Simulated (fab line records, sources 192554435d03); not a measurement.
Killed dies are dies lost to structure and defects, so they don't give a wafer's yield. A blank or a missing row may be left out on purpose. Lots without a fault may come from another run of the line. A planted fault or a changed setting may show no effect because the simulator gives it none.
fab line records | flow n5_finfet
record lots=11 wafers=33 last_day=18
route steps=1938 shown GATE_CUT@510 PAD_METAL@1894 PASSIVATION@1910
lots that met no fault: from a run of the same line without faults
start_h: hours from the record's first day to the start of the lot's first wafer shown | wait_h: hours since the lot's step before | " the same as in the row above | L1.1+2: a row that stands for several wafers | - no value, or no start given | * or withheld: withheld | < > ~ a bound
route shown NAME@n: a module of which the file shows steps, and the number in the route of the first | usual: mean/standard deviation of fault-free wafers | same: alike in all rows | chamber/n: place in a boat | sites: the reading at each site | _std_site: their standard deviation | _edge_site: outer sites' mean less inner sites' | radius_mm: how far each site lies from the wafer's centre | mask NAME#n: copy n | behind: the tool/chamber that last shaped the wafer | hold: why the lot was held/for how many hours/how that ended | device: the transistor (n, p or np) that didn't switch | end of line: the same wafers' tests at the end of the route | a step without rows: its recipe alone | killed: dies lost to structure and defects at the first sort, not the wafer's yield | map: a wafer's dies, x killed, . not, _ none there
set.NAME: the setting as run; set.NAME@STEP: as run at that earlier step | model.NAME: the simulator's own value behind a step, which no gauge read
steps of the route over a sample of lots; a table a step, a row a wafer
services: from which hour (start_h, from the record's first day; less than 0 if before it) a tool's chamber was out of use, for how many hours, and why
## steps
# step N5_GATE_CUT_ALD_22
# recipe material=SiNx target_thk_a=160 temp_c=400 ald_precursor_family=SiH2I2 ald_co_reactant=N2/H2-plasma pulse_time_s=1 ald_cycles=320 purge_time_s=2 co_reactant_purge_time_s=2 pressure_torr=2
# usual heater_power_w=826/82 precursor_pulse_height_rel=1.000/0.021
# same co_reactant_purge_time_s=2 pulse_time_s=1 purge_time_s=2
# columns lot.wafer tool chamber start_h wait_h heater_power_w precursor_pulse_height_rel
L751.1 ald_sin-02 0 88.97 1.7 753 0.999
L751.2 " 3 " " 970 0.996
L751.3 " 2 " " 800 0.989
L754.1 ald_sin-02 3 108.08 0.0 931 0.973
L754.4 " 2 " " 819 1.026
L754.6 " 2 " " 815 1.030
L755.2 ald_sin-03 3 109.57 0.0 807 1.023
L755.4 " 0 " " 915 0.980
L755.5 " 3 " " 795 1.014
L758.1 ald_sin-02 1 125.28 0.0 757 0.998
L758.2 " 2 " " 832 0.993
L758.6 " 0 " " 747 1.012
L759.1 ald_sin-02 3 132.92 0.0 929 0.997
L759.3 " 0 " " 787 1.040
L759.4 " 2 " " 826 1.017
L760.1 ald_sin-02 3 140.38 0.0 970 0.988
L760.2 " 1 " " 746 0.989
L760.4 " 0 " " 766 1.008
L761.3 ald_sin-03 0 144.99 0.1 889 0.990
L761.5 " 1 " " 792 1.001
L761.6 " 2 " " 841 1.035
L763.1 ald_sin-02 0 156.73 0.0 750 1.006
L763.2 " 1 " " 743 0.997
L763.3 " 3 " " 949 1.005
L772.3 ald_sin-03 0 209.95 0.0 946 0.995
L772.4 " 2 " " 861 0.985
L772.6 " 0 " " 914 0.983
L773.1 ald_sin-02 3 215.86 0.5 949 0.976
L773.2 " 1 " " 775 1.025
L773.6 " 1 " " 766 0.996
L774.1 ald_sin-03 2 222.66 0.0 828 1.010
L774.3 " 1 " " 782 1.023
L774.6 " 1 " " 809 1.001
# step N5_PASSIVATION_PRE_CLEAN_19
# recipe gas=H2/He time_s=* temp_c=*
# usual heater_power_w=518/70
# columns lot.wafer tool chamber start_h wait_h heater_power_w
L751.1 pvd_sputter-03 - 289.50 0.0 572
L751.2 " - " " 499
L751.3 " - " " 513
L754.1 pvd_sputter-01 - 303.57 0.0 419
L754.4 " - " " 525
L754.6 " - " " 409
L755.2 pvd_sputter-03 - 308.25 0.0 632
L755.4 " - " " 497
L755.5 " - " " 494
L758.1 pvd_sputter-03 - 327.15 0.0 556
L758.2 " - " " 629
L758.6 " - " " 503
L759.1 pvd_sputter-03 - 328.07 0.0 627
L759.3 " - " " 499
L759.4 " - " " 567
L761.3 pvd_sputter-03 - 332.12 0.0 508
L761.5 " - " " 496
L761.6 " - " " 561
L760.1 pvd_sputter-01 - 340.12 0.0 521
L760.2 " - " " 410
L760.4 " - " " 413
L763.1 pvd_sputter-01 - 363.83 0.0 408
L763.2 " - " " 520
L763.3 " - " " 428
L772.3 pvd_sputter-01 - 424.66 0.0 421
L772.4 " - " " 400
L772.6 " - " " 418
L773.1 pvd_sputter-02 - 429.79 0.0 508
L773.2 " - " " 492
L773.6 " - " " 423
L774.1 pvd_sputter-03 - 434.13 0.0 500
L774.3 " - " " 555
L774.6 " - " " 549
# step N5_PASSIVATION_ETCH_59
# recipe chemistry=Cl2/BCl3 target=TaN target_depth_a=650 time_s=34.9 ion_energy_ev=100 pressure_mtorr=10 icp_w=900 bias_w=100 Cl2_flow_sccm=60 bcl3_flow_sccm=30
# usual bias_w=100.0/0.31 chamber_pressure_mTorr=10.001/0.011 drypump_motor_current_A=5.7/0.45 oes_product_au=0.75/0.075 throttle_valve_pct=21.31/0.18
# columns lot.wafer tool chamber start_h wait_h bias_w chamber_pressure_mTorr drypump_motor_current_A oes_product_au rf_hours_counter_h throttle_valve_pct
L751.1 rie_metal-01 1 290.69 0.3 99.9 10.000 6.0 0.72 70 21.41
L751.2 " 0 " " 100.5 9.995 5.5 0.68 78 21.19
L751.3 " 0 " " 100.3 9.999 5.5 0.68 - 21.17
L754.1 rie_metal-02 0 305.16 0.7 100.1 10.007 5.1 0.75 52 21.25
L754.4 " 0 " " 100.6 10.004 5.1 0.74 - 21.24
L754.6 " 0 " " 100.4 9.994 5.1 0.74 - 21.26
L755.2 rie_metal-01 0 309.44 0.3 100.0 9.988 5.5 0.67 80 21.17
L755.4 " 0 " " 99.6 10.003 5.5 0.67 - 21.19
L755.5 " 1 " " 100.5 9.994 6.0 0.72 - 21.41
L758.1 rie_metal-03 0 328.34 0.3 99.9 10.001 6.4 0.79 48 21.57
L758.2 " 1 " " 99.9 10.000 5.6 0.76 49 21.24
L758.6 " 1 " " 99.8 10.002 5.5 0.77 - 21.23
L759.1 rie_metal-03 1 329.39 0.3 100.5 10.004 5.6 0.76 50 21.24
L759.3 " 0 " " 99.9 9.999 6.5 0.77 - 21.62
L759.4 " 1 " " 100.3 10.000 5.6 0.76 - 21.24
L761.3 rie_metal-02 0 333.34 0.2 100.4 9.991 5.1 0.73 - 21.27
L761.5 " 0 " " 99.7 10.094 5.1 0.73 - 21.28
L761.6 " 1 " " 99.9 10.010 5.8 0.92 - 21.07
L760.1 rie_metal-02 0 341.49 0.3 99.8 9.991 5.0 0.74 56 21.25
L760.2 " 1 " " 100.1 9.978 5.8 0.93 8 21.05
L760.4 " 0 " " 99.5 10.010 5.0 0.74 - 21.25
L763.1 rie_metal-01 0 365.04 0.3 100.1 10.012 5.5 0.66 85 21.20
L763.2 " 1 " " 100.3 9.991 6.0 0.72 76 21.39
L763.3 " 1 " " 99.6 10.002 6.0 0.70 - 21.44
L772.3 rie_metal-02 0 426.01 0.2 100.3 9.991 5.0 0.72 - 21.26
L772.4 " 1 " " 99.8 9.998 5.8 0.88 - 21.08
L772.6 " 0 " " 100.2 9.993 5.0 0.71 - 21.27
L773.1 rie_metal-01 0 431.50 0.7 100.1 10.007 5.5 0.65 93 21.22
L773.2 " 0 " " 99.9 10.011 5.5 0.65 - 21.20
L773.6 " 0 " " 99.9 10.002 5.5 0.65 - 21.21
L774.1 rie_metal-03 1 435.58 0.3 99.9 9.995 5.6 0.74 56 21.28
L774.3 " 1 " " 100.2 10.018 5.5 0.75 - 21.27
L774.6 " 0 " " 99.7 10.001 6.4 0.75 - 21.65
# step N5_PASSIVATION_STRIP_48
# recipe chemistry=O2 power_w=600 temp_c=60 pressure_mtorr=30 rf_frequency_hz=6e+07 bias_power_w=0 overash_fraction=0.5 o2_flow_sccm=225
# usual chamber_pressure_mTorr=30.00/0.13 drypump_motor_current_A=5.9/0.34 oes_product_au=0.79/0.091 rf_vpp_V=4.2/2.6 showerhead_plenum_p_Torr=2.09/0.067 throttle_valve_pct=16.63/0.2
# columns lot.wafer tool chamber start_h wait_h chamber_pressure_mTorr drypump_motor_current_A oes_product_au rf_hours_counter_h rf_vpp_V showerhead_plenum_p_Torr throttle_valve_pct
L751.1 rie_diel-04 3 292.49 0.1 29.84 5.3 0.85 55 0.6 2.05 16.54
L751.2 " 2 " " 29.89 6.4 0.66 222 9.3 2.05 16.74
L751.3 " 1 " " 30.11 5.9 0.80 96 7.3 2.03 16.78
L754.1 rie_diel-04 1 307.30 0.1 30.39 5.9 0.80 101 6.2 2.03 16.85
L754.4 " 3 " " 29.88 5.3 0.87 60 5.3 2.04 16.51
L754.6 " 1 " " 29.82 5.9 0.83 - 0.6 2.03 16.80
L755.2 rie_diel-03 2 311.34 0.1 29.98 6.0 0.72 224 7.7 2.16 16.69
L755.4 " 3 " " 30.14 6.1 0.79 122 3.1 2.21 16.53
L755.5 " 1 " " 30.07 6.1 0.84 - 3.2 2.15 16.61
L758.1 rie_diel-02 1 330.26 0.1 30.10 5.3 0.76 178 3.6 2.01 16.65
L758.2 " 2 " " 29.98 5.7 0.66 234 2.7 2.15 16.93
L758.6 " 2 " " 30.26 5.7 0.66 - 7.1 2.15 16.95
L759.1 rie_diel-03 0 331.95 0.1 30.12 6.3 0.71 220 5.9 2.16 16.86
L759.3 " 2 " " 30.34 6.0 0.72 232 3.4 2.16 16.61
L759.4 " 1 " " 30.01 6.1 0.81 66 3.5 2.15 16.77
L761.3 rie_diel-02 2 335.24 0.1 29.89 5.7 0.66 237 9.5 2.15 16.89
L761.5 " 1 " " 30.15 5.3 0.75 - 5.6 2.01 16.69
L761.6 " 2 " " 30.10 5.8 0.66 - 7.0 2.15 16.86
L760.1 rie_diel-03 3 343.47 0.1 29.85 6.0 0.76 132 5.4 2.20 16.49
L760.2 " 0 " " 30.08 6.4 0.70 223 1.0 2.16 16.82
L760.4 " 1 " " 29.99 6.1 0.82 69 5.7 2.15 16.71
L763.1 rie_diel-03 0 367.00 0.1 29.87 6.2 0.67 232 3.3 2.15 16.80
L763.2 " 1 " " 30.15 6.2 0.79 78 0.3 2.14 16.65
L763.3 " 2 " " 29.97 6.0 0.68 243 1.2 2.16 16.69
L772.3 rie_diel-04 3 427.96 0.1 30.05 5.4 0.80 106 1.6 2.03 16.64
L772.4 " 1 " " 29.96 5.9 0.78 148 3.2 2.01 16.96
L772.6 " 3 " " 29.93 5.3 0.76 - 4.0 2.03 16.50
L773.1 rie_diel-04 0 433.90 0.1 30.14 5.9 0.81 100 6.3 2.02 16.56
L773.2 " 2 " " 29.95 6.5 0.92 14 9.8 2.04 16.44
L773.6 " 2 " " 30.29 6.5 0.91 - 0 2.04 16.55
L774.1 rie_diel-02 3 437.43 0.1 29.91 6.3 0.92 23 1.3 2.08 16.27
L774.3 " 0 " " 29.95 5.8 0.89 57 4.4 2.03 16.51
L774.6 " 0 " " 29.96 5.9 0.84 - 3.4 2.03 16.51
# step N5_PASSIVATION_PROBE_49
# usual defect_limited_yield=91.2/1.4 killed_at_M0_to_M3=34/11 killed_at_M4_up=14/6.3 killed_at_contacts=13/7.4 killed_at_front_end=38/11 killed_at_other=4.3/2.9 killed_dies=103/17 killed_open=68/12 killed_short=34/8 sort_bin_5_function=5.1/0.9 sort_bin_6_memory=3.3/0.66 sort_n_pass=1077/17 sort_yield_pct=91.2/1.4
# same gross_dies=1180 killed_at_back_side=0 sort_bin_4_leakage[%]=0 sort_bin_8_speed[%]=0
# columns lot.wafer tool chamber start_h wait_h defect_limited_yield[%] killed_at_M0_to_M3 killed_at_M4_up killed_at_contacts killed_at_front_end killed_at_other killed_dies killed_open killed_short sort_bin_5_function[%] sort_bin_6_memory[%] sort_n_pass sort_yield_pct[%]
L755.2 prober-02 - 315.30 0.1 92.0 15 24 11 38 6 94 63 31 4.0 3.4 1086 92.0
L755.4 prober-02 - 315.40 0.2 91.3 16 21 11 49 6 103 73 30 4.7 3.7 1077 91.3
L755.5 prober-02 - 315.45 0.2 90.5 38 23 12 29 10 112 79 33 5.3 3.7 1068 90.5
L758.1 prober-02 - 332.77 0.0 89.2 30 20 21 52 5 128 93 35 6.0 4.5 1052 89.2
L758.2 prober-02 - 332.82 0.1 89.6 17 30 14 60 2 123 88 35 6.4 3.6 1057 89.6
L758.6 prober-02 - 333.02 0.3 86.9 43 23 22 65 1 154 108 46 7.4 4.7 1026 86.9
L759.1 prober-02 - 334.48 0.0 93.1 24 2 10 42 4 82 51 25 3.8 2.6 1098 93.1
L759.3 prober-02 - 334.58 0.1 90.8 31 24 9 39 6 109 70 38 6.4 2.5 1071 90.8
L759.4 prober-02 - 334.63 0.2 92.3 43 11 6 25 6 91 57 31 4.2 2.8 1089 92.3
L761.3 prober-01 - 337.83 0.1 91.0 33 19 9 44 1 106 69 33 4.7 4.2 1074 91.0
L761.5 prober-01 - 337.93 0.2 93.1 37 8 5 27 4 81 57 24 4.4 2.5 1099 93.1
L761.6 prober-01 - 337.98 0.3 90.7 44 13 11 32 10 110 73 37 5.8 3.1 1070 90.7
L760.1 prober-02 - 345.96 0.0 82.5 34 16 5 148 4 207 64 28 10.8 4.6 973 82.5
L760.2 prober-02 - 346.01 0.1 91.2 47 8 15 32 2 104 68 35 4.6 3.8 1076 91.2
L760.4 prober-02 - 346.11 0.2 90.3 45 12 10 42 5 114 71 41 5.4 4.0 1066 90.3
L763.1 prober-01 - 369.49 0.0 91.7 30 12 18 37 1 98 67 31 4.4 3.6 1082 91.7
L763.2 prober-01 - 369.54 0.1 93.2 35 11 14 18 2 80 51 29 4.2 2.5 1100 93.2
L763.3 prober-01 - 369.59 0.1 82.9 31 7 13 149 2 202 60 33 11.8 3.8 978 82.9
L772.3 prober-02 - 430.55 0.1 90.8 49 18 2 38 2 109 72 37 5.6 3.3 1071 90.8
L772.4 prober-02 - 430.60 0.2 90.9 52 12 13 28 2 107 72 35 5.7 3.3 1073 90.9
L772.6 prober-02 - 430.70 0.3 89.5 56 13 6 46 3 124 89 35 5.6 4.4 1056 89.5
L774.1 prober-01 - 439.94 0.0 91.0 30 22 12 37 5 106 72 31 5.1 3.6 1074 91.0
L774.3 prober-01 - 440.04 0.1 92.4 30 12 9 33 6 90 59 29 4.2 3.2 1090 92.4
L774.6 prober-01 - 440.19 0.3 88.9 55 14 13 46 3 131 87 43 6.7 4.2 1049 88.9
# killed by level:class
L755.2 BEOL_M4:geometric_particle:open=11 FIN_SAQP:geometric_particle:open=9 FIN_SAQP:geometric_particle:short=8 MOL_CONTACT_COAG:geometric_particle:open=8 BEOL_M0_SAQP:geometric_particle:open=5 STI_FIN_REVEAL:geometric_particle:open=4 STARTING-WAFER:geometric_particle:open=4 BEOL_M2:geometric_particle:open=3
L755.4 STI_FIN_REVEAL:geometric_particle:open=15 BEOL_M4:geometric_particle:open=11 MOL_CONTACT_COAG:geometric_particle:open=10 FIN_SAQP:geometric_particle:open=6 FIN_SAQP:geometric_particle:short=6 DUMMY_GATE:geometric_particle:short=5 BEOL_M1:geometric_particle:open=5 BEOL_M0_SAQP:geometric_particle:open=4
L755.5 BEOL_M1:geometric_particle:open=14 BEOL_M4:geometric_particle:open=12 FIN_SAQP:geometric_particle:open=10 BEOL_M3:geometric_particle:open=10 MOL_CONTACT_COAG:geometric_particle:open=9 FIN_SAQP:geometric_particle:short=6 STI_FIN_REVEAL:geometric_particle:open=4 BEOL_M5:geometric_particle:short=4
L758.1 MOL_CONTACT_COAG:geometric_particle:open=18 STI_FIN_REVEAL:geometric_particle:open=16 BEOL_M4:geometric_particle:open=8 FIN_SAQP:geometric_particle:open=7 BEOL_M0_SAQP:geometric_particle:open=7 STI_FIN_REVEAL:geometric_particle:short=5 GATE_CUT:geometric_particle:short=5 BEOL_M0_SAQP:geometric_particle:short=5
L758.2 STI_FIN_REVEAL:geometric_particle:open=23 MOL_CONTACT_COAG:geometric_particle:open=12 BEOL_M4:geometric_particle:open=10 FIN_SAQP:geometric_particle:short=9 FIN_SAQP:geometric_particle:open=8 BEOL_M5:geometric_particle:open=6 STI_FIN_REVEAL:geometric_particle:short=4 ILD0:geometric_particle:short=4
L758.6 MOL_CONTACT_COAG:geometric_particle:open=19 FIN_SAQP:geometric_particle:open=12 STI_FIN_REVEAL:geometric_particle:open=12 BEOL_M1:geometric_particle:open=12 FIN_SAQP:geometric_particle:short=11 BEOL_M4:geometric_particle:open=10 BEOL_M3:geometric_particle:open=9 GATE_CUT:geometric_particle:short=7
L759.1 FIN_SAQP:geometric_particle:open=11 FIN_SAQP:geometric_particle:short=9 MOL_CONTACT_COAG:geometric_particle:open=7 BEOL_M1:geometric_particle:open=7 BEOL_M3:geometric_particle:open=6 BEOL_M2:geometric_particle:open=5 HKMG_FIN:area_etch=5 STI_FIN_REVEAL:geometric_particle:short=3
L759.3 MOL_CONTACT_COAG:geometric_particle:open=9 BEOL_M1:geometric_particle:open=8 FIN_SAQP:geometric_particle:open=7 BEOL_M5:geometric_particle:open=7 STI_FIN_REVEAL:geometric_particle:open=7 BEOL_M1:geometric_particle:short=6 BEOL_M2:geometric_particle:open=6 FIN_SAQP:geometric_particle:short=5
L759.4 BEOL_M1:geometric_particle:open=10 BEOL_M3:geometric_particle:open=8 GATE_CUT:geometric_particle:short=7 MOL_CONTACT_COAG:geometric_particle:open=6 BEOL_M1:geometric_particle:short=6 BEOL_M0_SAQP:geometric_particle:short=5 BEOL_M0_SAQP:geometric_particle:open=5 FIN_SAQP:geometric_particle:open=4
L761.3 STI_FIN_REVEAL:geometric_particle:open=13 BEOL_M4:geometric_particle:open=10 MOL_CONTACT_COAG:geometric_particle:open=7 FIN_SAQP:geometric_particle:short=6 BEOL_M1:geometric_particle:open=6 BEOL_M0_SAQP:geometric_particle:short=6 BEOL_M3:geometric_particle:open=6 FIN_SAQP:geometric_particle:open=5
L761.5 BEOL_M0_SAQP:geometric_particle:open=11 BEOL_M3:geometric_particle:open=10 FIN_SAQP:geometric_particle:open=8 BEOL_M0_SAQP:geometric_particle:short=8 BEOL_M1:geometric_particle:open=5 DUMMY_GATE:geometric_particle:open=4 MOL_CONTACT_COAG:geometric_particle:open=4 GATE_CUT:geometric_particle:open=3
L761.6 BEOL_M0_SAQP:geometric_particle:open=20 BEOL_M0_SAQP:geometric_particle:short=14 MOL_CONTACT_COAG:geometric_particle:open=10 GATE_CUT:geometric_particle:short=8 STI_FIN_REVEAL:geometric_particle:open=7 FIN_SAQP:geometric_particle:open=4 BEOL_M4:geometric_particle:open=4 DUMMY_GATE:geometric_particle:open=3
L760.1 GATE_CUT:unspecified=113 FIN_SAQP:geometric_particle:open=13 BEOL_M0_SAQP:geometric_particle:open=9 BEOL_M0_SAQP:geometric_particle:short=9 STI_FIN_REVEAL:geometric_particle:open=5 BEOL_M1:geometric_particle:open=5 BEOL_M2:geometric_particle:open=5 MOL_CONTACT_COAG:geometric_particle:open=4
L760.2 BEOL_M0_SAQP:geometric_particle:open=19 MOL_CONTACT_COAG:geometric_particle:open=13 BEOL_M0_SAQP:geometric_particle:short=10 BEOL_M2:geometric_particle:open=9 FIN_SAQP:geometric_particle:open=8 STI_FIN_REVEAL:geometric_particle:open=8 FIN_SAQP:geometric_particle:short=5 BEOL_M2:geometric_particle:short=5
L760.4 FIN_SAQP:geometric_particle:open=15 FIN_SAQP:geometric_particle:short=12 BEOL_M2:geometric_particle:open=11 MOL_CONTACT_COAG:geometric_particle:open=9 BEOL_M0_SAQP:geometric_particle:open=8 BEOL_M0_SAQP:geometric_particle:short=8 BEOL_M2:geometric_particle:short=8 BEOL_M4:geometric_particle:open=4
L763.1 STI_FIN_REVEAL:geometric_particle:open=15 MOL_CONTACT_COAG:geometric_particle:open=13 FIN_SAQP:geometric_particle:open=9 BEOL_M0_SAQP:geometric_particle:short=8 BEOL_M2:geometric_particle:open=8 BEOL_M0_SAQP:geometric_particle:open=7 MOL_CONTACT_COAG:geometric_particle:short=5 STI_FIN_REVEAL:geometric_particle:short=4
L763.2 BEOL_M0_SAQP:geometric_particle:open=12 MOL_CONTACT_COAG:geometric_particle:open=11 BEOL_M0_SAQP:geometric_particle:short=10 FIN_SAQP:geometric_particle:open=8 BEOL_M2:geometric_particle:open=6 FIN_SAQP:geometric_particle:short=3 MOL_CONTACT_COAG:geometric_particle:short=3 BEOL_M1:geometric_particle:short=3
L763.3 GATE_CUT:unspecified=108 FIN_SAQP:geometric_particle:open=12 MOL_CONTACT_COAG:geometric_particle:open=12 BEOL_M0_SAQP:geometric_particle:short=8 BEOL_M0_SAQP:geometric_particle:open=7 FIN_SAQP:geometric_particle:short=6 STI_FIN_REVEAL:geometric_particle:open=6 BEOL_M1:geometric_particle:open=6
L772.3 BEOL_M0_SAQP:geometric_particle:short=15 BEOL_M4:geometric_particle:open=13 BEOL_M1:geometric_particle:open=11 BEOL_M3:geometric_particle:open=9 STI_FIN_REVEAL:geometric_particle:open=8 FIN_SAQP:geometric_particle:open=7 FIN_SAQP:geometric_particle:short=5 STI_FIN_REVEAL:geometric_particle:short=4
L772.4 BEOL_M0_SAQP:geometric_particle:short=14 MOL_CONTACT_COAG:geometric_particle:open=12 BEOL_M3:geometric_particle:open=12 BEOL_M1:geometric_particle:open=9 FIN_SAQP:geometric_particle:short=7 BEOL_M0_SAQP:geometric_particle:open=7 BEOL_M4:geometric_particle:open=7 BEOL_M2:geometric_particle:open=5
L772.6 BEOL_M0_SAQP:geometric_particle:short=17 BEOL_M0_SAQP:geometric_particle:open=16 STI_FIN_REVEAL:geometric_particle:open=15 FIN_SAQP:geometric_particle:open=14 BEOL_M4:geometric_particle:open=11 BEOL_M2:geometric_particle:open=10 MOL_CONTACT_COAG:geometric_particle:open=6 BEOL_M1:geometric_particle:open=5
L774.1 STI_FIN_REVEAL:geometric_particle:open=12 BEOL_M0_SAQP:geometric_particle:open=11 MOL_CONTACT_COAG:geometric_particle:open=10 BEOL_M4:geometric_particle:open=10 BEOL_M0_SAQP:geometric_particle:short=7 BEOL_M2:geometric_particle:open=4 FIN_SAQP:geometric_particle:short=4 BEOL_M0:geometric_particle:open=4
L774.3 STI_FIN_REVEAL:geometric_particle:open=15 BEOL_M0_SAQP:geometric_particle:short=10 MOL_CONTACT_COAG:geometric_particle:open=8 BEOL_M0_SAQP:geometric_particle:open=8 BEOL_M4:geometric_particle:open=7 FIN_SAQP:geometric_particle:short=5 DUMMY_GATE:geometric_particle:open=4 BEOL_M3:geometric_particle:open=4
L774.6 BEOL_M0_SAQP:geometric_particle:short=18 BEOL_M0_SAQP:geometric_particle:open=15 MOL_CONTACT_COAG:geometric_particle:open=11 STI_FIN_REVEAL:geometric_particle:open=10 FIN_SAQP:geometric_particle:open=9 BEOL_M4:geometric_particle:open=8 FIN_SAQP:geometric_particle:short=7 BEOL_M2:geometric_particle:open=5
## services
# columns tool chamber start_h hours kind
ald_sin-02 1 70.69 31.1 repair
rie_diel-04 2 72.01 19.0 repair
rie_diel-04 - 74.70 15.6 pm
rie_metal-02 1 133.00 1.7 repair
rie_diel-03 1 149.28 6.6 repair
ald_sin-02 - 178.62 14.0 pm
rie_diel-03 0 194.66 6.5 repair
rie_diel-04 2 203.66 6.9 repair
rie_diel-03 2 220.87 7.1 repair
rie_diel-04 - 222.30 2.8 pm
rie_diel-04 2 258.80 4.2 repair
pvd_sputter-01 - 259.00 8.8 repair
ald_sin-03 1 275.42 8.2 repair
rie_metal-01 - 285.94 2.8 pm
rie_diel-03 - 288.99 0.2 repair
rie_metal-02 1 303.57 21.0 repair
ald_sin-03 2 315.44 5.0 repair
rie_metal-02 1 347.98 4.5 repair
ald_sin-03 - 374.48 14.0 pm
rie_diel-04 0 376.40 4.5 repair
rie_diel-04 3 377.95 3.6 repair
pvd_sputter-01 - 400.96 0.5 repair
rie_metal-01 1 413.70 17.0 repair
rie_metal-02 - 436.56 2.5 repair
## key
first_sign step=N5_PASSIVATION_PROBE_49 reading=killed_at_front_end direction=up sigmas=10 usual=38 struck=148
effect step=N5_PASSIVATION_PROBE_49 reading=defect_limited_yield direction=down sigmas=6.1 usual=91.2 struck=82.7
more_kills_born_at N5_GATE_CUT_ALD_22@ald_sin-02=221
met_at N5_GATE_CUT_ALD_22
struck_lots L760,L763
struck_wafers L760.1,L763.3
not_acting_at N5_PASSIVATION_PRE_CLEAN_19,N5_PASSIVATION_ETCH_59,N5_PASSIVATION_STRIP_48
onset_between 132.92 140.38
fault kind=chamber_particle_source tool=ald_sin-02 chamber=3 onset_h=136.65 steps=N5_GATE_CUT_ALD_22 rate_per_visit_cm2=0.57241 end_h=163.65
